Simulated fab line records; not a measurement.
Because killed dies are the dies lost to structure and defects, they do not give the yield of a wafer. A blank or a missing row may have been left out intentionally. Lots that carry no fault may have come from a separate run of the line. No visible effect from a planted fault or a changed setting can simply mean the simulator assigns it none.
Matching of chambers ; flow n5_finfet ; rie_diel-04 running N5_BEOL_M4_ETCH_77: 4 sister chambers
The step etches underlayer in N2/H2, target depth 6.5 nm, time 5.2 s. 4 wafers are shown with their chamber, then 8 later ones without.

WAFERS, EACH WITH ITS CHAMBER
wafer;chamber;drypump_motor_current_A (A)
L086.5;0;6.1
L088.5;2;5.1
L088.6;1;5.5
L091.1;3;5.1

WAFERS WHOSE CHAMBER IS MISSING
wafer;drypump_motor_current_A (A)
L091.2;5.5
L091.3;5.1
L092.1;6.1
L092.2;5.5
L092.5;5.1
L096.3;5.6
L096.4;5.2
L096.6;5.2

WHICH CHAMBER EACH WENT THROUGH
wafer;from the rows above;in truth
L091.2;1;1
L091.3;can't be placed: 2 or 3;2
L092.1;0;0
L092.2;1;1
L092.5;can't be placed: 2 or 3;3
L096.3;1;1
L096.4;can't be placed: 2 or 3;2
L096.6;can't be placed: 2 or 3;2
Correctly placed: 4 of 8. From these rows, 4 cannot be placed; in 4 the true chamber is one of the candidates. Placed wrongly: 0.
How it was worked out, from the rows above alone: a wafer's distance from a chamber is the root of the sum, over the readings, of the square of ((its reading less the chamber's mean) divided by the reading's scatter). If the next closest chamber is less than 2 further off than the closest, the wafer can't be placed; otherwise it belongs to the closest. Each chamber's mean is taken over the wafers shown for it. The scatter: with one shown wafer a chamber, the root of the mean of the squares of how far each hidden wafer lies from its nearest shown one.
